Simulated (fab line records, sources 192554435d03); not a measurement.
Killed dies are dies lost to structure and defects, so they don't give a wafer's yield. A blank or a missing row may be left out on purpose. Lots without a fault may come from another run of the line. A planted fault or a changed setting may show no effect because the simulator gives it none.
fab line records | flow n5_finfet
record lots=5 wafers=15 last_day=16
route steps=1938 shown GATE_CUT@478
lots that met no fault: from a run of the same line without faults
start_h: hours from the record's first day to the start of the lot's first wafer shown | wait_h: hours since the lot's step before | " the same as in the row above | L1.1+2: a row that stands for several wafers | - no value, or no start given | * or withheld: withheld | < > ~ a bound
route shown NAME@n: a module of which the file shows steps, and the number in the route of the first | usual: mean/standard deviation of fault-free wafers | same: alike in all rows | chamber/n: place in a boat | sites: the reading at each site | _std_site: their standard deviation | _edge_site: outer sites' mean less inner sites' | radius_mm: how far each site lies from the wafer's centre | mask NAME#n: copy n | behind: the tool/chamber that last shaped the wafer | hold: why the lot was held/for how many hours/how that ended | device: the transistor (n, p or np) that didn't switch | end of line: the same wafers' tests at the end of the route | a step without rows: its recipe alone | killed: dies lost to structure and defects at the first sort, not the wafer's yield | map: a wafer's dies, x killed, . not, _ none there
set.NAME: the setting as run; set.NAME@STEP: as run at that earlier step | model.NAME: the simulator's own value behind a step, which no gauge read
lots at some steps of the route; a table a step, a row a wafer
services: from which hour (start_h, from the record's first day; less than 0 if before it) a tool's chamber was out of use, for how many hours, and why
## steps
# step N5_GATE_CUT_COAT_34
# recipe resist=SOC temp_c=250 time_s=60 spin_rpm=1500 resist_thk_nm=60
# usual resist_line_temp_C=23.02/0.1 spin_speed_rpm=1500.1/1
# columns lot.wafer tool chamber start_h wait_h resist_line_temp_C spin_speed_rpm
L078.2 litho_track-02 0 110.29 0.0 23.03 1499.6
L078.5 " 0 " " 23.03 1500.7
L078.6 " 0 " " 23.11 1501.0
L080.1 litho_track-05 0 119.97 0.0 23.10 1501.2
L080.4 " 0 " " 22.97 1498.6
L080.5 " 0 " " 22.97 1499.9
L081.1 litho_track-05 0 126.96 0.0 22.96 1500.4
L081.2 " 0 " " 22.95 1498.7
L081.4 " 0 " " 23.12 1500.5
L087.2 litho_track-02 0 162.85 0.1 22.96 1500.7
L087.4 " 0 " " 22.88 1500.3
L087.5 " 0 " " 22.84 1501.1
L089.1 litho_track-01 0 173.46 0.0 23.26 1501.3
L089.2 " 0 " " 23.01 1499.8
L089.3 " 0 " " 23.13 1501.0
# step N5_GATE_CUT_COAT_35
# recipe resist=SiARC temp_c=220 time_s=60 spin_rpm=1500 resist_thk_nm=10
# usual resist_line_temp_C=22.99/0.094 spin_speed_rpm=1499.9/1.1
# columns lot.wafer tool chamber start_h wait_h resist_line_temp_C spin_speed_rpm
L078.2 litho_track-02 0 - - 22.90 1500.2
L078.5 " 0 " " 22.98 1499.6
L078.6 " 0 " " 23.01 1500.1
L080.1 litho_track-05 0 - - 22.99 1500.1
L080.4 " 0 " " 22.84 1499.6
L080.5 " 0 " " 23.08 1500.1
L081.1 litho_track-05 0 - - 23.07 1498.1
L081.2 " 0 " " 23.05 1500.3
L081.4 " 0 " " 23.02 1498.8
L087.2 litho_track-02 0 - - 22.98 1501.7
L087.4 " 0 " " 23.02 1499.7
L087.5 " 0 " " 22.94 1500.0
L089.1 litho_track-01 0 - - 23.04 1500.2
L089.2 " 0 " " 22.83 1498.4
L089.3 " 0 " " 23.12 1499.6
# step N5_GATE_CUT_COAT_27
# recipe resist=underlayer temp_c=205 time_s=60 spin_rpm=1500 resist_thk_nm=10
# usual resist_line_temp_C=23.01/0.094 spin_speed_rpm=1499.9/1
# columns lot.wafer tool chamber start_h wait_h resist_line_temp_C spin_speed_rpm
L078.2 litho_track-02 0 - - 23.09 1499.9
L078.5 " 0 " " 22.94 1498.7
L078.6 " 0 " " 22.87 1499.0
L080.1 litho_track-05 0 - - 23.06 1500.9
L080.4 " 0 " " 23.00 1500.3
L080.5 " 0 " " 23.04 1498.0
L081.1 litho_track-05 0 - - 23.01 1503.3
L081.2 " 0 " " 23.07 1499.2
L081.4 " 0 " " 23.11 1501.5
L087.2 litho_track-02 0 - - 23.14 1499.5
L087.4 " 0 " " 23.10 1500.5
L087.5 " 0 " " 22.95 1499.6
L089.1 litho_track-01 0 - - 22.90 1500.2
L089.2 " 0 " " 22.76 1499.8
L089.3 " 0 " " 23.01 1498.5
# step N5_GATE_CUT_COAT_07
# recipe resist=CAR-EUV spin_rpm=1500 resist_thk_nm=30
# usual resist_line_temp_C=22.98/0.11 spin_speed_rpm=1500.0/1
# columns lot.wafer tool chamber start_h wait_h resist_line_temp_C spin_speed_rpm
L078.2 litho_track-02 0 - - 22.94 1500.6
L078.5 " 0 " " 22.88 1498.4
L078.6 " 0 " " 23.09 1499.9
L080.1 litho_track-05 0 - - 23.18 1499.3
L080.4 " 0 " " 23.23 1501.4
L080.5 " 0 " " 23.11 1499.7
L081.1 litho_track-05 0 - - 23.11 1500.4
L081.2 " 0 " " 22.89 1499.2
L081.4 " 0 " " 22.84 1499.6
L087.2 litho_track-02 0 - - 22.99 1500.0
L087.4 " 0 " " 22.93 1500.4
L087.5 " 0 " " 23.11 1500.9
L089.1 litho_track-01 0 - - 23.05 1499.3
L089.2 " 0 " " 23.05 1498.7
L089.3 " 0 " " 23.05 1499.5
# step N5_GATE_CUT_EBR_09
# recipe solvent=PGMEA ebr_width_mm=1.5
# usual resist_line_temp_C=22.98/0.12
# columns lot.wafer tool chamber start_h wait_h resist_line_temp_C
L078.2 litho_track-02 0 - - 22.92
L078.5 " 0 " " 22.86
L078.6 " 0 " " 23.03
L080.1 litho_track-05 0 - - 23.32
L080.4 " 0 " " 23.15
L080.5 " 0 " " 23.13
L081.1 litho_track-05 0 - - 22.69
L081.2 " 0 " " 22.91
L081.4 " 0 " " 22.87
L087.2 litho_track-02 0 - - 22.94
L087.4 " 0 " " 22.86
L087.5 " 0 " " 22.92
L089.1 litho_track-01 0 - - 23.17
L089.2 " 0 " " 23.15
L089.3 " 0 " " 22.93
# step N5_GATE_CUT_SOFTBAKE_08
# recipe temp_c=110 time_s=60 resist=CAR-EUV
# usual resist_line_temp_C=22.99/0.098
# columns lot.wafer tool chamber start_h wait_h resist_line_temp_C
L078.2 litho_track-02 0 - - 23.13
L078.5 " 0 " " 23.04
L078.6 " 0 " " 23.11
L080.1 litho_track-05 0 - - 23.07
L080.4 " 0 " " 23.02
L080.5 " 0 " " 23.04
L081.1 litho_track-05 0 - - 22.94
L081.2 " 0 " " 23.07
L081.4 " 0 " " 23.09
L087.2 litho_track-02 0 - - 23.01
L087.4 " 0 " " 22.88
L087.5 " 0 " " 22.95
L089.1 litho_track-01 0 - - 22.98
L089.2 " 0 " " 23.05
L089.3 " 0 " " 23.00
# step N5_GATE_CUT_EXPOSE_10
# recipe mask_id=GATE_CUT na=0.33 source_shape=annular sigma_inner=0.35 sigma_outer=0.8 polarization=unpolarized target_cd_nm=20 dose_mj=43.25
# same na=0.33
# columns lot.wafer tool chamber start_h wait_h mask
L078.2+5+6 euv_scanner-02 0 110.43 - GATE_CUT#0
L080.1+4+5 euv_scanner-02 0 120.11 - GATE_CUT#0
L081.1+2+4 euv_scanner-01 0 127.22 - GATE_CUT#0
L087.2+4+5 euv_scanner-02 0 163.12 - GATE_CUT#0
L089.1+2+3 euv_scanner-01 0 173.72 - GATE_CUT#0
# step N5_GATE_CUT_PEB_11
# recipe peb_temp_c=100 peb_time_s=60 resist=CAR-EUV
# usual resist_line_temp_C=23.02/0.11
# columns lot.wafer tool chamber start_h wait_h resist_line_temp_C
L078.2 litho_track-01 0 110.49 0.1 22.91
L078.5 " 0 " " 23.05
L078.6 " 0 " " 22.94
L080.1 litho_track-05 0 120.18 0.1 22.80
L080.4 " 0 " " 22.97
L080.5 " 0 " " 22.88
L081.1 litho_track-02 0 127.29 0.1 23.03
L081.2 " 0 " " 23.13
L081.4 " 0 " " 23.00
L087.2 litho_track-05 0 163.18 0.1 23.12
L087.4 " 0 " " 23.05
L087.5 " 0 " " 23.25
L089.1 litho_track-01 0 173.79 0.1 23.14
L089.2 " 0 " " 22.96
L089.3 " 0 " " 23.12
# step N5_GATE_CUT_DEVELOP_12
# recipe develop_time_s=30 developer=TMAH resist=CAR-EUV rinse_liquid=surfactant_rinse dry=air_spin dev_temp_c=23
# usual resist_line_temp_C=23.00/0.11
# columns lot.wafer tool chamber start_h wait_h resist_line_temp_C
L078.2 litho_track-01 0 - - 23.02
L078.5 " 0 " " 23.13
L078.6 " 0 " " 23.23
L080.1 litho_track-05 0 - - 22.81
L080.4 " 0 " " 23.08
L080.5 " 0 " " 23.03
L081.1 litho_track-02 0 - - 23.17
L081.2 " 0 " " 23.13
L081.4 " 0 " " 23.24
L087.2 litho_track-05 0 - - 23.16
L087.4 " 0 " " 23.06
L087.5 " 0 " " 23.00
L089.1 litho_track-01 0 - - 22.88
L089.2 " 0 " " 22.92
L089.3 " 0 " " 22.80
# step N5_GATE_CUT_CD_MEAS_13
# recipe target_cd_nm=20 landing_energy_ev=500 detector=se_inlens
# usual cd_nm=19.95/0.25
# columns lot.wafer tool chamber start_h wait_h cd_nm
L078.2 cd_sem-02 0 110.56 - 19.79
L078.5 " 0 " " 20.15
L078.6 " 0 " " 19.83
L080.1 cd_sem-03 0 120.24 - 19.72
L080.4 " 0 " " 19.88
L080.5 " 0 " " 20.24
L081.1 cd_sem-02 0 127.36 - 19.86
L081.2 " 0 " " 19.90
L081.4 " 0 " " 19.65
L087.2 cd_sem-01 0 163.25 - 20.23
L087.4 " 0 " " 20.19
L087.5 " 0 " " 20.15
L089.1 cd_sem-02 0 173.85 - 20.04
L089.2 " 0 " " 19.75
L089.3 " 0 " " 20.35
# step N5_GATE_CUT_OVL_MEAS_14
# recipe points_per_wafer=522
# usual GATE_CUT_OVL=0.6/0.63
# columns lot.wafer tool chamber start_h wait_h GATE_CUT_OVL[nm]
L078.2 overlay-02 0 110.60 0.0 0.6
L078.5 " 0 " " 0.6
L078.6 " 0 " " 0.4
L080.1 overlay-01 0 120.27 0.0 1.7
L080.4 " 0 " " 1.5
L080.5 " 0 " " 1.9
L081.1 overlay-02 0 127.39 0.0 0.4
L081.2 " 0 " " 1.5
L081.4 " 0 " " 1.5
L087.2 overlay-02 0 163.28 0.0 1.1
L087.4 " 0 " " 1.3
L087.5 " 0 " " 2.1
L089.1 overlay-02 0 173.89 0.0 0.3
L089.2 " 0 " " 0.6
L089.3 " 0 " " 0.6
# step N5_GATE_CUT_INSPECT_15
# recipe mode=adi inspect_instrument=brightfield
# usual raw_defect_count=117/37
# columns lot.wafer tool chamber start_h wait_h raw_defect_count
L078.2 defect_inspect-01 - 110.65 0.0 111
L078.5 " - " " 102
L078.6 " - " " 133
L080.1 defect_inspect-02 - 120.33 0.1 133
L080.4 " - " " 116
L080.5 " - " " 155
L081.1 defect_inspect-02 - 127.45 0.1 90
L081.2 " - " " 78
L081.4 " - " " 155
L087.2 defect_inspect-02 - 163.33 0.0 155
L087.4 " - " " 194
L087.5 " - " " 162
L089.1 defect_inspect-01 - 173.94 0.1 156
L089.2 " - " " 140
L089.3 " - " " 72
# step N5_GATE_CUT_DESCUM_18
# recipe chemistry=O2 time_s=7 source_power_w=50 bias_power_w=20 pressure_mtorr=20 rf_frequency_hz=2.712e+07 temp_c=40 resist=CAR-EUV o2_flow_sccm=225
# usual drypump_motor_current_A=5.7/0.41 oes_product_au=0.76/0.077 rf_vpp_V=243.1/1.4 showerhead_plenum_p_Torr=2.09/0.079 throttle_valve_pct=20.47/0.23
# columns lot.wafer tool chamber start_h wait_h drypump_motor_current_A oes_product_au rf_hours_counter_h rf_vpp_V showerhead_plenum_p_Torr throttle_valve_pct
L078.2 rie_diel-04 2 110.68 0.0 5.8 0.76 140 243.0 2.07 20.24
L078.5 " 1 " " 5.2 0.71 - 245.6 2.17 20.62
L078.6 " 0 " " 5.5 0.72 - 241.0 1.98 20.47
L080.1 rie_diel-02 3 120.66 0.3 4.9 0.74 183 240.8 2.01 20.87
L080.4 " 2 " " 5.9 0.79 120 243.5 2.10 20.60
L080.5 " 1 " " 6.3 0.68 - 242.6 2.04 20.26
L081.1 rie_diel-04 1 127.54 0.1 5.2 0.69 220 244.2 2.17 20.64
L081.2 " 2 " " 5.8 0.75 147 243.2 2.07 20.26
L081.4 " 2 " " 5.8 0.75 - 242.1 2.07 20.24
L087.2 rie_diel-04 3 163.38 0.1 6.3 0.87 45 245.4 2.24 20.58
L087.4 " 0 " " 5.5 0.70 216 241.9 1.97 20.52
L087.5 " 0 " " 5.5 0.70 - 242.3 1.97 20.51
L089.1 rie_diel-02 0 173.99 0.0 5.7 0.65 250 244.6 2.14 20.59
L089.2 " 3 " " 4.9 0.73 199 240.9 2.00 20.90
L089.3 " 1 " " 6.4 0.67 243 242.7 2.03 20.29
# step N5_GATE_CUT_ETCH_28
# recipe chemistry=N2/H2 target=underlayer target_depth_a=130 mask_material=CAR-EUV time_s=10.4 ion_energy_ev=200 pressure_mtorr=30 source_w=840 bias_w=150 n2_flow_sccm=200 h2_flow_sccm=200 ends=cleared
# usual bias_w=150.0/0.39 drypump_motor_current_A=5.7/0.41 etch_rf_on_time_s=10.45/0.21 oes_product_au=0.65/0.064 rf_vpp_V=523.7/2.5 showerhead_plenum_p_Torr=2.54/0.092 throttle_valve_pct=17.94/0.21
# columns lot.wafer tool chamber start_h wait_h bias_w drypump_motor_current_A etch_rf_on_time_s oes_product_au rf_hours_counter_h rf_vpp_V showerhead_plenum_p_Torr throttle_valve_pct
L078.2 rie_diel-04 2 110.72 0.0 150.1 5.8 10.42 0.65 140 523.0 2.54 17.68
L078.5 " 1 " " 150.5 5.2 10.71 0.58 - 527.1 2.63 18.07
L078.6 " 0 " " 150.0 5.5 10.39 0.62 - 520.5 2.42 18.13
L080.1 rie_diel-02 3 120.70 0.0 149.6 4.9 9.97 0.66 183 519.8 2.42 18.13
L080.4 " 2 " " 150.0 5.8 10.39 0.68 120 524.2 2.56 18.11
L080.5 " 1 " " 149.7 6.4 10.89 0.57 - 522.8 2.50 17.82
L081.1 rie_diel-04 1 127.58 0.0 150.0 5.2 10.56 0.58 220 526.1 2.63 18.08
L081.2 " 2 " " 150.2 5.8 10.46 0.64 147 522.9 2.54 17.70
L081.4 " 2 " " 148.9 5.8 10.43 0.64 - 523.8 2.54 17.69
L087.2 rie_diel-04 3 163.42 0.0 149.8 6.3 10.69 0.73 45 527.9 2.70 17.90
L087.4 " 0 " " 149.8 5.5 10.60 0.60 216 520.0 2.41 18.16
L087.5 " 0 " " 150.2 5.5 10.66 0.60 - 520.6 2.41 18.15
L089.1 rie_diel-02 0 174.03 0.0 150.5 5.7 10.75 0.57 250 525.9 2.62 18.18
L089.2 " 3 " " 149.9 4.9 9.99 0.64 199 521.5 2.41 18.14
L089.3 " 1 " " 150.3 6.4 10.80 0.57 243 521.9 2.50 17.82
# step N5_GATE_CUT_ETCH_36
# recipe chemistry=CF4 target=SiARC target_depth_a=130 mask_material=CAR-EUV time_s=21.7 ion_energy_ev=80 pressure_mtorr=40 source_w=545 bias_w=36 Ar_flow_sccm=100 cf4_flow_sccm=100 ends=cleared
# usual bias_w=36.00/0.11 drypump_motor_current_A=5.7/0.41 etch_rf_on_time_s=21.9/0.43 mfc_ar_sccm=100.1/0.32 oes_product_au=0.65/0.063 rf_vpp_V=184.1/1.1 showerhead_plenum_p_Torr=2.14/0.071 throttle_valve_pct=15.67/0.19
# columns lot.wafer tool chamber start_h wait_h bias_w drypump_motor_current_A etch_rf_on_time_s mfc_ar_sccm oes_product_au rf_hours_counter_h rf_vpp_V showerhead_plenum_p_Torr throttle_valve_pct
L078.2 rie_diel-04 2 110.74 0.0 36.11 5.8 21.6 99.9 0.65 140 183.3 2.15 15.60
L078.5 " 1 " " 35.78 5.2 22.0 100.5 0.59 - 185.1 2.20 15.72
L078.6 " 0 " " 36.12 5.5 21.6 99.6 0.61 - 183.0 2.04 15.77
L080.1 rie_diel-02 3 120.71 0.0 35.97 4.9 21.1 100.1 0.64 183 184.4 2.05 15.95
L080.4 " 2 " " 36.02 5.9 21.8 100.3 0.66 120 184.3 2.16 15.79
L080.5 " 1 " " 35.92 6.4 22.9 100.1 0.58 - 184.2 2.11 15.67
L081.1 rie_diel-04 1 127.60 0.0 36.14 5.2 22.4 100.2 0.57 220 184.2 2.20 15.73
L081.2 " 2 " " 35.92 5.8 21.8 99.6 0.64 147 184.1 2.15 15.62
L081.4 " 2 " " 35.92 5.8 21.7 99.8 0.64 - 184.5 2.15 15.62
L087.2 rie_diel-04 3 163.44 0.0 36.03 6.3 22.3 100.1 0.73 45 186.0 2.27 15.58
L087.4 " 0 " " 36.07 5.5 22.1 100.1 0.60 216 182.6 2.03 15.81
L087.5 " 0 " " 35.99 5.5 22.2 99.9 0.60 - 183.8 2.03 15.81
L089.1 rie_diel-02 0 174.05 0.0 36.00 5.7 22.3 100.2 0.56 250 183.2 2.18 15.72
L089.2 " 3 " " 36.07 4.9 20.8 100.5 0.65 199 182.8 2.05 15.98
L089.3 " 1 " " 35.97 6.4 22.4 99.9 0.57 243 183.2 2.11 15.68
# step N5_GATE_CUT_ETCH_37
# recipe chemistry=N2/H2 target=SOC target_depth_a=600 overetch_a=120 mask_material=SiARC temp_c=40 time_s=90 ion_energy_ev=200 pressure_mtorr=30 source_w=840 bias_w=150 n2_flow_sccm=200 h2_flow_sccm=200
# usual bias_w=150.0/0.43 drypump_motor_current_A=5.7/0.41 oes_product_au=0.68/0.066 rf_vpp_V=523.7/2.6 showerhead_plenum_p_Torr=2.54/0.092 throttle_valve_pct=17.91/0.21
# columns lot.wafer tool chamber start_h wait_h bias_w drypump_motor_current_A oes_product_au rf_hours_counter_h rf_vpp_V showerhead_plenum_p_Torr throttle_valve_pct
L078.2 rie_diel-04 2 110.76 0.0 149.0 5.8 0.68 140 523.5 2.54 17.67
L078.5 " 1 " " 149.9 5.2 0.61 - 527.0 2.63 18.06
L078.6 " 0 " " 149.7 5.5 0.64 - 519.1 2.42 18.11
L080.1 rie_diel-02 3 120.74 0.0 150.1 4.9 0.67 183 521.0 2.42 18.08
L080.4 " 2 " " 150.2 5.8 0.70 120 524.9 2.56 18.09
L080.5 " 1 " " 150.6 6.4 0.62 - 523.6 2.50 17.77
L081.1 rie_diel-04 1 127.62 0.0 150.2 5.2 0.62 220 526.2 2.63 18.07
L081.2 " 2 " " 150.1 5.8 0.67 147 525.0 2.54 17.68
L081.4 " 2 " " 150.9 5.8 0.67 - 524.4 2.54 17.69
L087.2 rie_diel-04 3 163.47 0.0 150.0 6.2 0.78 45 528.7 2.70 17.86
L087.4 " 0 " " 150.1 5.5 0.64 216 520.5 2.41 18.14
L087.5 " 0 " " 149.5 5.5 0.63 - 520.6 2.41 18.12
L089.1 rie_diel-02 0 174.07 0.0 150.4 5.7 0.61 250 525.4 2.62 18.15
L089.2 " 3 " " 150.0 4.9 0.66 199 520.5 2.41 18.10
L089.3 " 1 " " 150.0 6.4 0.62 243 523.3 2.50 17.81
# step N5_GATE_CUT_STRIP_38
# recipe chemistry=N2/H2 temp_c=40 n2_flow_sccm=200 h2_flow_sccm=200 rf_frequency_hz=6e+07
# columns lot.wafer tool chamber start_h wait_h
L078.2+5+6 rie_diel-04 2,1,0 110.83 0.0
L080.1+4+5 rie_diel-02 3,2,1 120.80 0.0
L081.1+2+4 rie_diel-04 1,2,2 127.69 0.0
L087.2+4+5 rie_diel-04 3,0,0 163.53 0.0
L089.1+2+3 rie_diel-02 0,3,1 174.14 0.0
# step N5_GATE_CUT_STRIP_39
# recipe chemistry=N2/H2 temp_c=40 n2_flow_sccm=200 h2_flow_sccm=200 rf_frequency_hz=6e+07
# columns lot.wafer tool chamber start_h wait_h
L078.2+5+6 rie_diel-04 2,1,0 110.84 0.0
L080.1+4+5 rie_diel-02 3,2,1 120.81 0.0
L081.1+2+4 rie_diel-04 1,2,2 127.70 0.0
L087.2+4+5 rie_diel-04 3,0,0 163.54 0.0
L089.1+2+3 rie_diel-02 0,3,1 174.15 0.0
# step N5_GATE_CUT_HM_OPEN_40
# recipe chemistry=C4F6/O2 target=SiO2 mask_material=SiARC target_depth_a=1390 time_s=85.1 ion_energy_ev=250 pressure_mtorr=30 source_w=345 bias_w=185 Ar_flow_sccm=300 C4F6_flow_sccm=10 O2_flow_sccm=10 ends=cleared
# usual C4F6_flow_sccm=10.005/0.028 bias_w=185.0/0.5 drypump_motor_current_A=5.7/0.41 etch_rf_on_time_s=94.0/1.8 mfc_ar_sccm=300.0/0.85 oes_product_au=0.69/0.068 rf_vpp_V=666/11 showerhead_plenum_p_Torr=2.85/0.1 throttle_valve_pct=21.03/0.18
# columns lot.wafer tool chamber start_h wait_h C4F6_flow_sccm bias_w drypump_motor_current_A etch_rf_on_time_s mfc_ar_sccm oes_product_au rf_hours_counter_h rf_vpp_V showerhead_plenum_p_Torr throttle_valve_pct
L078.2 rie_diel-04 2 110.85 0.0 10.024 185.2 5.8 92.7 299.5 0.68 140 653 2.86 20.95
L078.5 " 1 " " 10.056 184.7 5.2 93.7 298.7 0.63 - 677 2.95 21.16
L078.6 " 0 " " 9.994 184.8 5.5 94.9 298.8 0.65 - 655 2.73 21.19
L080.1 rie_diel-02 3 120.82 0.0 10.028 183.5 4.9 91.1 301.3 0.68 183 664 2.70 21.18
L080.4 " 2 " " 9.975 185.7 5.8 93.5 298.9 0.72 120 671 2.88 21.23
L080.5 " 1 " " 10.025 185.6 6.3 97.1 300.3 0.61 - 659 2.84 21.10
L081.1 rie_diel-04 1 127.71 0.0 10.020 184.4 5.2 91.3 299.8 0.62 220 676 2.95 21.19
L081.2 " 2 " " 10.018 184.1 5.8 91.0 300.9 0.67 147 652 2.86 20.97
L081.4 " 2 " " 10.019 184.2 5.8 91.4 299.7 0.67 - 652 2.86 20.96
L087.2 rie_diel-04 3 163.55 0.0 10.008 183.8 6.3 94.6 300.1 0.78 45 655 3.02 21.04
L087.4 " 0 " " 9.999 185.4 5.5 96.4 300.0 0.63 216 655 2.72 21.21
L087.5 " 0 " " 10.056 185.2 5.5 96.7 298.2 0.64 - 654 2.72 21.21
L089.1 rie_diel-02 0 174.16 0.0 9.972 184.9 5.7 93.9 299.2 0.59 250 671 2.91 21.03
L089.2 " 3 " " 10.053 185.5 4.9 90.4 300.1 0.68 199 663 2.70 21.20
L089.3 " 1 " " 9.995 185.7 6.3 93.8 299.9 0.60 243 658 2.83 21.10
# step N5_GATE_CUT_STRIP_41
# recipe chemistry=CF4 resist=SiARC power_w=300 bias_power_w=75 pressure_mtorr=50 cf4_flow_sccm=150 rf_frequency_hz=6e+07
# usual drypump_motor_current_A=5.7/0.41 oes_product_au=0.176/0.018 rf_vpp_V=271.0/1.7 showerhead_plenum_p_Torr=1.79/0.058 throttle_valve_pct=13.63/0.21
# columns lot.wafer tool chamber start_h wait_h drypump_motor_current_A oes_product_au rf_hours_counter_h rf_vpp_V showerhead_plenum_p_Torr throttle_valve_pct
L078.2 rie_diel-04 2 110.91 0.0 5.8 0.176 140 271.7 1.80 13.58
L078.5 " 1 " " 5.2 0.158 - 272.2 1.83 13.64
L078.6 " 0 " " 5.5 0.175 - 267.9 1.70 13.70
L080.1 rie_diel-02 3 120.89 0.0 4.9 0.171 183 268.3 1.73 13.98
L080.4 " 2 " " 5.8 0.178 120 270.0 1.80 13.71
L080.5 " 1 " " 6.3 0.156 - 269.2 1.75 13.61
L081.1 rie_diel-04 1 127.77 0.0 5.2 0.155 220 272.5 1.83 13.65
L081.2 " 2 " " 5.8 0.177 147 271.6 1.79 13.58
L081.4 " 2 " " 5.8 0.169 - 272.1 1.79 13.58
L087.2 rie_diel-04 3 163.61 0.0 6.3 0.197 45 272.8 1.90 13.48
L087.4 " 0 " " 5.5 0.169 216 269.3 1.69 13.76
L087.5 " 0 " " 5.5 0.164 - 268.7 1.69 13.78
L089.1 rie_diel-02 0 174.22 0.0 5.7 0.157 250 272.8 1.82 13.73
L089.2 " 3 " " 4.9 0.173 199 268.8 1.73 14.02
L089.3 " 1 " " 6.3 0.157 243 270.8 1.75 13.63
# step N5_GATE_CUT_STRIP_42
# recipe chemistry=O2 power_w=400 temp_c=40 pressure_mtorr=30 rf_frequency_hz=6e+07 bias_power_w=0 overash_fraction=0.3 o2_flow_sccm=225
# usual drypump_motor_current_A=5.7/0.41 oes_product_au=0.76/0.077 rf_vpp_V=3.7/0.46 showerhead_plenum_p_Torr=2.09/0.079 throttle_valve_pct=16.71/0.22
# columns lot.wafer tool chamber start_h wait_h drypump_motor_current_A oes_product_au rf_hours_counter_h rf_vpp_V showerhead_plenum_p_Torr throttle_valve_pct
L078.2 rie_diel-04 2 110.93 0.0 5.8 0.75 140 4.2 2.08 16.52
L078.5 " 1 " " 5.2 0.70 - 2.9 2.17 16.86
L078.6 " 0 " " 5.5 0.71 - 3.4 1.98 16.77
L080.1 rie_diel-02 3 120.91 0.0 4.9 0.74 183 3.4 2.01 17.09
L080.4 " 2 " " 5.9 0.80 120 3.8 2.11 16.85
L080.5 " 1 " " 6.3 0.68 - 3.4 2.04 16.58
L081.1 rie_diel-04 1 127.79 0.0 5.2 0.69 220 3.9 2.17 16.85
L081.2 " 2 " " 5.8 0.75 147 3.0 2.07 16.53
L081.4 " 2 " " 5.8 0.75 - 3.5 2.07 16.54
L087.2 rie_diel-04 3 163.63 0.0 6.3 0.88 45 4.2 2.24 16.70
L087.4 " 0 " " 5.5 0.70 216 3.8 1.97 16.81
L087.5 " 0 " " 5.5 0.70 - 4.3 1.97 16.83
L089.1 rie_diel-02 0 174.24 0.0 5.7 0.66 250 3.8 2.15 16.83
L089.2 " 3 " " 4.9 0.73 199 3.1 2.01 17.10
L089.3 " 1 " " 6.3 0.67 243 3.8 2.04 16.62
# step N5_GATE_CUT_ETCH_19
# recipe chemistry=CH3F/O2 target=SiNx mask_material=SiO2 target_depth_a=537 time_s=76.7 pressure_mtorr=30 source_w=395 bias_w=73 Ar_flow_sccm=150 CH3F_flow_sccm=30 O2_flow_sccm=20 ion_energy_ev=120 ends=cleared
# usual bias_w=73.00/0.21 drypump_motor_current_A=5.7/0.41 etch_rf_on_time_s=77.3/1.2 mfc_ar_sccm=150.0/0.41 oes_product_au=0.65/0.064 rf_vpp_V=298/4.9 showerhead_plenum_p_Torr=2.00/0.074 throttle_valve_pct=16.44/0.18
# columns lot.wafer tool chamber start_h wait_h bias_w drypump_motor_current_A etch_rf_on_time_s mfc_ar_sccm oes_product_au rf_hours_counter_h rf_vpp_V showerhead_plenum_p_Torr throttle_valve_pct
L078.2 rie_diel-04 2 110.97 0.0 72.79 5.8 76.5 149.9 0.64 140 293 2.01 16.36
L078.5 " 1 " " 72.97 5.2 77.0 150.3 0.59 - 300 2.08 16.52
L078.6 " 0 " " 73.17 5.5 77.3 150.3 0.61 - 293 1.91 16.57
L080.1 rie_diel-02 3 120.95 0.0 72.95 4.9 75.3 149.4 0.64 183 297 1.90 16.63
L080.4 " 2 " " 72.93 5.9 76.0 150.0 0.67 120 299 2.02 16.59
L080.5 " 1 " " 73.02 6.3 80.3 149.9 0.58 - 293 1.99 16.50
L081.1 rie_diel-04 1 127.83 0.0 72.96 5.2 78.1 149.9 0.58 220 301 2.08 16.55
L081.2 " 2 " " 73.22 5.8 78.0 149.8 0.63 147 290 2.01 16.36
L081.4 " 2 " " 72.83 5.8 77.9 150.3 0.63 - 292 2.01 16.36
L087.2 rie_diel-04 3 163.67 0.0 73.02 6.3 78.1 149.8 0.73 45 294 2.13 16.37
L087.4 " 0 " " 73.02 5.5 77.8 150.5 0.60 216 293 1.90 16.61
L087.5 " 0 " " 73.01 5.5 78.1 149.6 0.60 - 293 1.90 16.60
L089.1 rie_diel-02 0 174.28 0.0 72.93 5.7 78.7 150.3 0.57 250 299 2.04 16.52
L089.2 " 3 " " 72.88 4.9 75.0 149.7 0.63 199 296 1.89 16.65
L089.3 " 1 " " 73.22 6.3 79.3 150.3 0.57 244 293 1.98 16.50
# step N5_GATE_CUT_CUT_ETCH_53
# recipe chemistry=SF6/Cl2 target=W mask_material=SiO2 target_depth_a=792 pressure_mtorr=8 icp_w=900 bias_w=80 SF6_flow_sccm=40 Cl2_flow_sccm=60 ends=cleared
# usual bias_w=80.06/0.21 drypump_motor_current_A=6.07/0.29 etch_rf_on_time_s=26.3/0.51 oes_product_au=0.72/0.1 throttle_valve_pct=28.87/0.25
# columns lot.wafer tool chamber start_h wait_h bias_w drypump_motor_current_A etch_rf_on_time_s oes_product_au rf_hours_counter_h throttle_valve_pct
L078.2 rie_metal-02 0 111.08 0.1 80.13 6.12 26.5 0.83 4 28.84
L078.5 " 1 " " 79.92 6.19 25.4 0.87 - 29.10
L078.6 " 0 " " 80.24 6.12 26.2 0.84 - 28.83
L080.1 rie_metal-02 0 121.05 0.1 79.68 6.13 26.1 0.83 5 28.83
L080.4 " 0 " " 79.88 6.13 26.1 0.83 - 28.84
L080.5 " 0 " " 79.57 6.09 26.1 0.83 - 28.84
L081.1 rie_metal-02 1 127.93 0.1 79.84 6.20 25.6 0.85 2 29.11
L081.2 " 0 " " 80.20 6.14 26.4 0.82 6 28.83
L081.4 " 0 " " 80.06 6.10 26.7 0.80 - 28.84
L087.2 rie_metal-03 1 163.78 0.1 80.26 6.05 26.8 0.55 115 28.67
L087.4 " 1 " " 79.78 6.06 26.7 0.55 - 28.67
L087.5 " 0 " " 80.18 6.30 26.2 0.74 - 28.70
L089.1 rie_metal-01 1 174.39 0.1 80.35 6.15 26.3 0.73 30 29.23
L089.2 " 1 " " 80.28 6.18 26.5 0.73 - 29.24
L089.3 " 1 " " 80.36 6.15 26.5 0.73 - 29.24
## services
# columns tool chamber start_h hours kind
euv_scanner-01 - 87.81 2.1 repair
rie_metal-02 1 89.66 - clean
rie_metal-02 1 89.66 15.8 scheduled_down
rie_metal-02 1 89.66 15.8 vent_cycle
euv_scanner-01 - 92.98 1.0 pm
euv_scanner-01 - 112.61 12.0 pm
rie_diel-04 3 116.29 12.9 repair
rie_metal-02 - 121.53 2.8 pm
euv_scanner-01 - 139.76 4.6 pm
euv_scanner-02 - 144.38 1.0 pm
euv_scanner-01 - 149.13 1.0 pm
rie_metal-01 0 155.40 25.5 repair
rie_metal-03 - 162.48 0.4 repair
euv_scanner-01 0 173.59 - calibration
## key
fault none
